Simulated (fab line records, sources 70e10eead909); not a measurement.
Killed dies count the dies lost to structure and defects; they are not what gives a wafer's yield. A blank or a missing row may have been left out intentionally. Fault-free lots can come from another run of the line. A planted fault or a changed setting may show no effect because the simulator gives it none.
Comparing a struck lot with a sound one | flow nandHarc | 31 steps out of a route of 1302
Sound: these wafers, L577.1, L577.2, L577.6. Struck: wafers L578.4, L578.6. (L578.5 of the same lot was not struck and is left out.) The cause comes at the end.
Per side, at each step with rows, come the tool, then ch with its chambers, and then its first start. Under that, the readings that differ: sound wafers | struck wafers | difference of the means | sigmas: that difference in standard deviations of wafers without a fault.
alike: readings whose means differ by less than 2 such deviations, and words and numbers that are the same on both sides. not compared: withheld readings, readings that some wafer has no value for, bounds like >300 that may hide the same value, and numbers for which the record gives no deviation and whose values overlap.
The two part at a step that has a row with sigmas, a row that says differs or no value, or rows on one side only. Numbers that have no deviation but don't overlap get no sigmas and don't part them. A reading that every wafer of one side lacks parts them only if that side has two wafers or more.

first, 1 step without rows for these wafers: NHARC_A_CHANNEL_HOLE_D2_DEVELOP_09 (develop time 35 s).
NHARC_A_CHANNEL_HOLE_D2_CD_MEAS_10: the cd target is 100 nm.
  sound on cdSem-02 ch 0, day 15 12:08; struck on cdSem-03 ch 0, day 16 17:05
  alike: cdNm
NHARC_A_CHANNEL_HOLE_D2_OVL_MEAS_11:
  struck on overlay-01, day 16 17:10; sound on overlay-02, day 15 12:14
  alike: overlayXNm, overlayYNm
NHARC_A_CHANNEL_HOLE_D2_INSPECT_12:
  struck on defectInspect-02, day 16 17:12; sound on defectInspect-02, day 15 12:16
  alike: rawDefectCount
then, 1 step without rows for these wafers: NHARC_A_CHANNEL_HOLE_D2_DESCUM_15 (chemistry O2, time 3 s).
NHARC_A_CHANNEL_HOLE_D2_ETCH_38: etches the open film in CF4, target depth 39 nm, time 65 s.
  sound on rieDiel-07 ch 0,1,3, day 15 12:25; struck on rieDiel-07 ch 1,3, day 16 17:22
reading   | sound                | struck      | difference | sigmas
biasW (W) | 100.58 100.17 100.36 | 99.45 99.54 | -0.88      | -3
  alike: drypumpMotorCurrentA, oesProductAu, rfVppV, showerheadPlenumPTorr, throttleValvePct
  not compared: rfHoursCounterH
then, 1 step without rows for these wafers: NHARC_A_CHANNEL_HOLE_D2_ETCH_39 (etches the open film in N2/H2, target depth 260 nm, time 325 s).
NHARC_A_CHANNEL_HOLE_D2_ETCH_34: etches the open film in CF4/CHF3, target depth 154 nm, time 77 s.
  sound: rieDiel-07 ch 0,1; struck: rieDiel-07 ch 0,2
reading             | sound             | struck      | difference | sigmas
oesProductAu (a.u.) | 0.952 0.961 0.951 | 0.918 0.915 | -0.038     | -2
  alike: biasW, drypumpMotorCurrentA, rfVppV, showerheadPlenumPTorr, throttleValvePct
  not compared: rfHoursCounterH
then, 1 step without rows for these wafers: NHARC_A_CHANNEL_HOLE_D2_ETCH_16 (etches the open film in O2/COS, target depth 3100 nm, time 806 s).
NHARC_A_CHANNEL_HOLE_D2_CD_MEAS_18:
  struck on cdSem-02, day 16 18:23; sound on cdSem-01, day 15 13:26
  alike: cdNm
NHARC_A_CHANNEL_HOLE_D2_ETCH_19: etches the open film in C4F8/O2/Ar, time 34.5 s.
  sound on harEtch-02 ch 0,1, day 15 13:30; struck on harEtch-01 ch 0, day 16 23:20
reading                   | sound       | struck  | difference | sigmas
heBacksideLeakSccm (sccm) | 8.0 7.9 8.1 | 6.1 6.1 | -1.9       | -2
  alike: biasV, drypumpMotorCurrentA, showerheadPlenumPTorr, throttleValvePct
  not compared: rfHoursCounterH
then, 1 step without rows for these wafers: NHARC_A_CHANNEL_HOLE_D2_ETCH_20 (etches the open film in C4F8/O2/Ar, time 361.9 s, target depth 1600 nm).
NHARC_A_CHANNEL_HOLE_D2_ETCH_21: etches the open film in C4F8/O2/Ar, time 514.3 s, target depth 1600 nm.
  sound on harEtch-02 ch 0,1, day 15 13:56; struck on harEtch-01 ch 0, day 16 23:56
  alike: drypumpMotorCurrentA, heBacksideLeakSccm, showerheadPlenumPTorr, throttleValvePct
  not compared: rfHoursCounterH
then, 1 step without rows for these wafers: NHARC_A_CHANNEL_HOLE_D2_ETCH_22 (etches the open film in C4F8/O2/Ar, time 666.7 s, target depth 1600 nm).
NHARC_A_CHANNEL_HOLE_D2_ETCH_23: etches the open film in C4F8/O2/Ar, time 819 s, target depth 1600 nm.
  sound on harEtch-02 ch 0,1, day 15 14:56; struck on harEtch-01 ch 0, day 17 01:05
  alike: drypumpMotorCurrentA, heBacksideLeakSccm, showerheadPlenumPTorr, throttleValvePct
  not compared: rfHoursCounterH
NHARC_A_CHANNEL_HOLE_D2_ETCH_24: etches the open film in C4F8/O2/Ar, time 906.2 s, target depth 1500 nm.
  sound on harEtch-02 ch 0,1, day 15 15:39; struck on harEtch-01 ch 0, day 17 01:49
  alike: drypumpMotorCurrentA, heBacksideLeakSccm, showerheadPlenumPTorr, throttleValvePct
  not compared: rfHoursCounterH
then, 10 steps without rows for these wafers: NHARC_A_CHANNEL_HOLE_D2_ETCH_25 (etches the open film in C4F8/O2/Ar, time 1040.2 s, target depth 1500 nm); NHARC_A_CHANNEL_HOLE_D2_ETCH_26 (etches the open film in C4F8/O2/Ar, time 224.1 s, target depth 300 nm); NHARC_A_CHANNEL_HOLE_D2_ETCH_27 (etches the open film in C4F8/O2/Ar, time 90 s, target depth 400 nm); NHARC_A_CHANNEL_HOLE_D2_STRIP_41 (strips in N2/H2); NHARC_A_CHANNEL_HOLE_D2_STRIP_42 (strips in CF4/CHF3); NHARC_A_CHANNEL_HOLE_D2_STRIP_43 (strips in O2/COS); NHARC_A_CHANNEL_HOLE_D2_ETCH_44 (etches the open film in CF4/O2, target depth 140 nm, overetch 14 nm, time 77 s); NHARC_A_CHANNEL_HOLE_D2_STRIP_28 (strips in O2); NHARC_A_CHANNEL_HOLE_D2_PRECLEAN_29 (cleans in SC1); NHARC_A_CHANNEL_HOLE_D2_SRD_30.
NHARC_A_CHANNEL_HOLE_D2_CD_MEAS_31:
  struck on cdSem-02, day 17 04:49; sound on cdSem-02, day 15 19:01
  alike: cdNm
after that, 1 step had no rows for these wafers: NHARC_A_CHANNEL_HOLE_D2_XSEM_32.
NHARC_A_CHANNEL_HOLE_D2_INSPECT_40:
  struck on defectInspect-02, day 17 05:00; sound on defectInspect-02, day 15 19:12
reading        | sound       | struck  | difference | sigmas
rawDefectCount | 324 268 291 | 778 739 | +464       | +5
then, 1 step without rows for these wafers: NHARC_A_CHANNEL_FILL_D2_PRECLEAN_00 (cleans in SC1).
-- break in the record here, with 11 days between the starts of the struck wafers on either side (left off in module A_CHANNEL_FILL_D2, picked up again in module END, where the first step shown is number 1302 on the route) --
NHARC_END_SORT_01:
  here the record holds rows for the struck wafers (prober-01 ch 0, day 28 03:49) but none for the sound ones

WHERE THEY PART
First at NHARC_A_CHANNEL_HOLE_D2_ETCH_38; last, within this record, at NHARC_END_SORT_01.

WHY: whatever the simulator had introduced
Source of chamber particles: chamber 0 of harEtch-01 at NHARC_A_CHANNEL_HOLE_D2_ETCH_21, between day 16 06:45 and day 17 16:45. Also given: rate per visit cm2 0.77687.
